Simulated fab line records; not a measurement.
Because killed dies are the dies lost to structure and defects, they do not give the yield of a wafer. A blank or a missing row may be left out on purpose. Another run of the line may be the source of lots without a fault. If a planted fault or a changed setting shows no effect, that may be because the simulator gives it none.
Which tool was responsible?    flow n5Finfet    8 lots with 24 wafers sampled at 7 steps, on a route of 1938 steps

## WHAT THE GAUGES READ, wafer by wafer
N5_FIN_SAQP_THK_MEAS_05.
lot   measured     on            thkNm (nm)
L787  day 1 20:58  filmMetro-02  37.3 37.7 38.0
L788  day 2 06:09  filmMetro-02  38.1 38.5 38.3
L797  day 4 09:00  filmMetro-01  38.1 66.9 38.6
L798  day 4 16:14  filmMetro-02  66.3 37.7 38.0
L801  day 5 09:38  filmMetro-01  36.9 37.2 38.0
L805  day 6 09:13  filmMetro-02  37.5 37.5 38.2
L807  day 6 22:47  filmMetro-02  37.5 37.5 38.3
L809  day 7 09:05  filmMetro-02  38.0 38.4 38.6

N5_BEOL_M4_RC_MEAS_101.
lot   measured      on         DIBL_N (mV/V)   DIBL_P (mV/V)   IOFF_N (nA/um)     IOFF_N_85C (nA/um)  IOFF_N_LIN (nA/um)  IOFF_P (nA/um)     ION_N (uA/um)  ION_P (uA/um)  SS_N (mV/dec)   SS_P (mV/dec)   VT_N (mV)          VT_P (mV)
L787  day 7 23:53   prober-01  39.0 39.4 40.5  37.2 37.7 39.9  0.176 0.183 0.224  3.3 3.5 4.1         0.081 0.083 0.099   0.213 0.222 0.259  686 683 697    469 461 477    73.3 72.5 72.8  74.2 74.1 74.2  247.0 247.6 244.5  -251.2 -249.5 -250.8
L788  day 8 04:26   prober-02  37.2 34.8 37.4  35.9 33.7 36.4  0.159 0.124 0.168  3.1 2.5 3.3         0.074 0.061 0.078   0.181 0.161 0.194  682 668 674    449 458 452    73.0 71.3 72.1  73.1 73.1 72.9  252.0 255.4 250.2  -252.2 -252.7 -252.2
L797  day 10 04:52  prober-01  37.0 33.0 35.5  36.6 31.2 34.2  0.162 0.095 0.134  3.2 2.0 2.7         0.078 0.049 0.064   0.231 0.146 0.188  680 650 671    472 451 462    71.5 70.4 71.2  73.0 71.6 71.7  248.9 257.2 249.6  -249.5 -256.3 -250.8
L798  day 10 12:19  prober-02  33.5 35.6 36.3  32.9 36.0 37.2  0.099 0.136 0.152  2.1 2.7 3.0         0.050 0.067 0.073   0.141 0.178 0.200  641 664 668    442 461 459    70.7 71.0 71.6  72.0 73.7 73.6  257.9 254.1 250.8  -258.6 -253.2 -250.2
L801  day 11 21:34  prober-02  35.3 36.9 35.7  35.9 37.8 35.5  0.150 0.181 0.150  2.9 3.4 2.9         0.071 0.081 0.070   0.196 0.220 0.189  689 689 674    471 467 462    71.5 72.5 71.9  73.8 73.8 73.2  247.1 248.2 249.2  -252.5 -249.6 -251.8
L805  day 12 06:35  prober-02  38.0 37.6 37.0  37.3 37.1 36.4  0.181 0.163 0.157  3.4 3.2 3.0         0.080 0.075 0.072   0.232 0.225 0.221  661 672 671    451 461 463    72.6 72.0 71.7  73.1 73.5 73.4  249.9 252.3 250.5  -248.6 -251.1 -250.3
L807  day 13 07:52  prober-01  37.1 37.6 37.2  35.6 37.3 37.7  0.163 0.188 0.193  3.2 3.5 3.6         0.073 0.083 0.086   0.198 0.241 0.248  661 676 687    449 463 469    71.9 71.9 71.4  73.7 74.4 73.6  250.8 244.2 246.1  -252.9 -245.9 -245.7
L809  day 13 22:59  prober-01  34.7 35.0 35.2  34.7 35.3 36.0  0.130 0.134 0.145  2.7 2.7 2.9         0.062 0.065 0.070   0.191 0.199 0.215  662 679 672    459 466 464    71.6 70.6 71.2  72.5 72.7 72.4  253.3 251.0 250.8  -251.2 -248.1 -249.1

## WHICH TOOL RAN EACH LOT (tool, then ch and the chambers of the sampled wafers, then the start)
lot   N5_PMOS_HMC_CHANNEL_EPI_STRIP_33  N5_PMOS_HMC_CHANNEL_EPI_CMP_21  N5_FIN_SAQP_DENSIFY_62          N5_FIN_SAQP_HM_DEP_03           N5_FIN_SAQP_HM_OPEN_33
L787  rieDiel-03 ch 0,2, day 1 17:05    cmp-01 ch 0,2, day 1 18:55      rtpAnneal-02 ch 0, day 1 20:39  pecvd-03 ch 0,2, day 1 20:52    rieDiel-02 ch 1,2,3, day 2 02:58
L788  rieDiel-03 ch 0,2,3, day 2 02:25  cmp-03 ch 1,3, day 2 04:47      rtpAnneal-01 ch 0, day 2 05:51  pecvd-03 ch 0,1, day 2 06:04    rieDiel-05 ch 0,1,3, day 2 10:46
L797  rieDiel-04 ch 0,1,2, day 4 05:13  cmp-03 ch 0,1,2, day 4 07:31    rtpAnneal-02 ch 0, day 4 08:44  pecvd-03 ch 1,2, day 4 08:55    rieDiel-05 ch 1,2,3, day 4 13:33
L798  rieDiel-01 ch 0,1,2, day 4 12:15  cmp-01 ch 0,3, day 4 14:30      rtpAnneal-02 ch 0, day 4 15:56  pecvd-03 ch 0,2, day 4 16:08    rieDiel-02 ch 1,2,3, day 5 00:20
L801  rieDiel-03 ch 0,2,3, day 5 05:27  cmp-04 ch 0,1,2, day 5 08:16    rtpAnneal-02 ch 0, day 5 09:22  pecvd-02 ch 0,1,2, day 5 09:33  rieDiel-06 ch 1,3, day 5 15:50
L805  rieDiel-01 ch 1,2, day 6 05:52    cmp-01 ch 1,3, day 6 07:44      rtpAnneal-02 ch 0, day 6 08:56  pecvd-02 ch 0,1,2, day 6 09:08  rieDiel-05 ch 1,2,3, day 6 13:57
L807  rieDiel-04 ch 1,2, day 6 17:37    cmp-04 ch 0,1, day 6 19:34      rtpAnneal-01 ch 0, day 6 22:30  pecvd-02 ch 0,1, day 6 22:41    rieDiel-06 ch 0,3, day 7 03:28
L809  rieDiel-04 ch 1,2, day 7 05:43    cmp-01 ch 1,3, day 7 07:38      rtpAnneal-02 ch 0, day 7 08:50  pecvd-03 ch 1,2, day 7 08:59    rieDiel-06 ch 0,1,2, day 7 13:48
- N5_PMOS_HMC_CHANNEL_EPI_STRIP_33: strips in N2/H2.
- N5_PMOS_HMC_CHANNEL_EPI_CMP_21: polishes SiGe30, target thk 54 nm.
- N5_FIN_SAQP_DENSIFY_62: time 60 s.
- N5_FIN_SAQP_HM_DEP_03: deposits SiNx from SiH4/NH3/N2, target thk 38 nm, time 33.6 s.
- N5_FIN_SAQP_HM_OPEN_33: chemistry CH3F/O2, target SiNx, target depth 49.4 nm, time 70.6 s.

## WHAT THE TOOLS THEMSELVES READ (means of the sampled wafers that have a number; where no wafer has one, the mark that the record gives instead)
N5_PMOS_HMC_CHANNEL_EPI_STRIP_33.
lot   tool        drypumpMotorCurrentA (A)  oesProductAu (a.u.)  rfVppV (V)  showerheadPlenumPTorr (Torr)  tempC (C)  throttleValvePct (%)
L787  rieDiel-03  5.3                       0.78                 54.2        3.33                          39.94      18.95
L788  rieDiel-03  5.2                       0.85                 53.7        3.35                          39.84      18.93
L797  rieDiel-04  5.8                       0.77                 54.3        3.40                          39.89      18.87
L798  rieDiel-01  5.5                       0.87                 54.7        3.49                          40.01      18.96
L801  rieDiel-03  5.1                       0.82                 53.5        3.34                          39.97      18.97
L805  rieDiel-01  5.6                       0.77                 54.0        3.40                          39.95      18.94
L807  rieDiel-04  5.8                       0.75                 54.7        3.39                          39.99      18.89
L809  rieDiel-04  5.7                       0.80                 53.0        3.34                          39.96      18.85

N5_PMOS_HMC_CHANNEL_EPI_CMP_21.
lot   tool    motorCurrentA (A)
L787  cmp-01  13.1
L788  cmp-03  12.5
L797  cmp-03  11.6
L798  cmp-01  12.6
L801  cmp-04  12.1
L805  cmp-01  12.5
L807  cmp-04  12.3
L809  cmp-01  12.8

N5_FIN_SAQP_DENSIFY_62.
lot   tool          lampPowerPct (%)  lamp_zone_6_pct (%)  wafer_temp_C_max
L787  rtpAnneal-02  9.80              9.751                703.1
L788  rtpAnneal-01  9.82              9.768                702.9
L797  rtpAnneal-02  9.81              9.768                704.3
L798  rtpAnneal-02  9.84              9.774                704.1
L801  rtpAnneal-02  9.82              9.765                702.8
L805  rtpAnneal-02  9.87              9.771                704.0
L807  rtpAnneal-01  9.86              9.774                703.3
L809  rtpAnneal-02  9.75              9.769                703.4

N5_FIN_SAQP_HM_DEP_03.
lot   tool      heaterPowerW (W)  showerheadPlenumPTorr (Torr)  throttleValvePct (%)
L787  pecvd-03  858               5.12                          39.5
L788  pecvd-03  880               5.23                          39.9
L797  pecvd-03  779               5.13                          39.1
L798  pecvd-03  921               5.12                          39.9
L801  pecvd-02  715               5.14                          38.9
L805  pecvd-02  782               5.15                          38.8
L807  pecvd-02  811               5.13                          40.1
L809  pecvd-03  849               5.19                          39.5

N5_FIN_SAQP_HM_OPEN_33.
lot   tool        biasW (W)  drypumpMotorCurrentA (A)  etchRfOnTimeS (s)  mfcArSccm (sccm)  oes_f_703_au (a.u.)  oesProductAu (a.u.)  rfVppV (V)  showerheadPlenumPTorr (Torr)  throttleValvePct (%)
L787  rieDiel-02  72.88      5.8                       68.3               149.8             0.78                 0.65                 297.2       1.98                          16.59
L788  rieDiel-05  72.89      5.5                       69.5               149.3             0.79                 0.68                 295.8       1.98                          16.30
L797  rieDiel-05  73.11      5.7                       88.2               150.4             0.71                 0.60                 295.9       2.01                          16.53
L798  rieDiel-02  72.96      5.8                       87.4               149.6             0.76                 0.64                 298.0       1.97                          16.63
L801  rieDiel-06  73.03      6.0                       68.4               150.3             0.76                 0.65                 299.4       1.98                          16.45
L805  rieDiel-05  72.96      5.7                       68.4               150.0             0.80                 0.68                 295.4       2.00                          16.40
L807  rieDiel-06  72.96      5.9                       68.7               150.0             0.89                 0.77                 298.4       1.95                          16.23
L809  rieDiel-06  72.82      5.9                       69.1               149.8             0.89                 0.78                 299.0       1.97                          16.17

## THE ANSWER, worked out from the rows above alone
Rule: the lots themselves supply what counts as usual. The widest of any qualifying gaps counts: lots, ordered by their means at a reading, are off when they make up no more than a third of the lots, leave a main group of 4 or more, and stand apart from it by 3 or more times the standard deviation of that group's means. Not used: any main group whose means are identical at the precision the tables above print for the reading. Also off: a lot with no number at a reading for which 4 or more lots have one. Any other lot the step has rows for is counted as sound. Order of review: gauges by route order, followed by the tools' own readings, for which a lot's mean as printed above is used. At the first step where some lot is off, the reading lying furthest off is the one used; lots without a number count as furthest.
Off: L797, L798 (N5_FIN_SAQP_THK_MEAS_05, thkNm). The main group: mean 37.9 nm, standard deviation 0.35.
A tool fits if, at a process step before that reading, it ran every lot that is off, and no sound lot after the first of them. Not tried: the gauges at N5_FIN_SAQP_THK_MEAS_05; whatever is off there is also off at N5_FIN_SAQP_HM_OPEN_33, on other tools, and gauge error can't account for it. Of those tried, none fits.

## WHAT THE SIMULATOR HAD INSERTED
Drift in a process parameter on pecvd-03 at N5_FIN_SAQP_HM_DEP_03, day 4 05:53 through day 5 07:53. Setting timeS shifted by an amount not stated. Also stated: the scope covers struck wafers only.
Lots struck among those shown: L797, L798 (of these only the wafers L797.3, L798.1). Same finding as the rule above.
